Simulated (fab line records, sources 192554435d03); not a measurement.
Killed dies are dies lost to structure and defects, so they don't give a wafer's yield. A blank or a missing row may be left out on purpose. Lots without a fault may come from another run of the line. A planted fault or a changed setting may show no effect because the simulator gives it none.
Chamber matching | flow n5_finfet | N5_BEOL_M5_CURE_79 on uv_cure-01: 3 sister chambers
The step cures SiCOH lowk, time 240 s. 6 wafers are shown with their chamber, then 8 later ones without.

WAFERS WITH THEIR CHAMBER
wafer  | chamber | wafer_temp_C_max | lamp_power_pct (%)
L086.3 | 1       | 386.8            | 52.32
L086.6 | 1       | 387.8            | 52.41
L090.5 | 0       | 386.5            | 52.36
L090.6 | 0       | 386.5            | 52.27
L091.6 | 2       | 385.7            | 52.39
L092.1 | 2       | 386.0            | 52.42

WAFERS WITHOUT THEIR CHAMBER
wafer  | wafer_temp_C_max | lamp_power_pct (%)
L092.2 | 386.2            | 52.35
L092.3 | 385.8            | 52.38
L096.2 | 387.6            | 52.34
L096.4 | 388.1            | 52.32
L096.5 | 388.2            | 52.38
L097.3 | 386.4            | 52.31
L097.4 | 385.9            | 52.32
L097.5 | 386.0            | 52.29

WHICH CHAMBER EACH WENT THROUGH
wafer  | from the rows above          | in truth
L092.2 | can't be placed: 0 or 2 or 1 | 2
L092.3 | can't be placed: 2 or 0      | 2
L096.2 | can't be placed: 1 or 0      | 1
L096.4 | can't be placed: 1 or 0      | 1
L096.5 | 1                            | 1
L097.3 | can't be placed: 0 or 2      | 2
L097.4 | can't be placed: 0 or 2 or 1 | 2
L097.5 | can't be placed: 0 or 2      | 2
Placed correctly: 1 of 8. Can't be placed from these rows: 7 (the true chamber is among the candidates in 7). Placed wrongly: 0.
How it was worked out, from the rows above alone: a wafer's distance from a chamber is the root of the sum, over the readings, of the square of ((its reading less the chamber's mean) divided by the reading's scatter). The wafer belongs to the nearest chamber; if the next one is less than 2 further off, it can't be placed. A chamber's mean is the mean of its shown wafers. The scatter: the root of (the sum of the squares of (reading less its chamber's mean) over the shown wafers, divided by (wafers less chambers)).
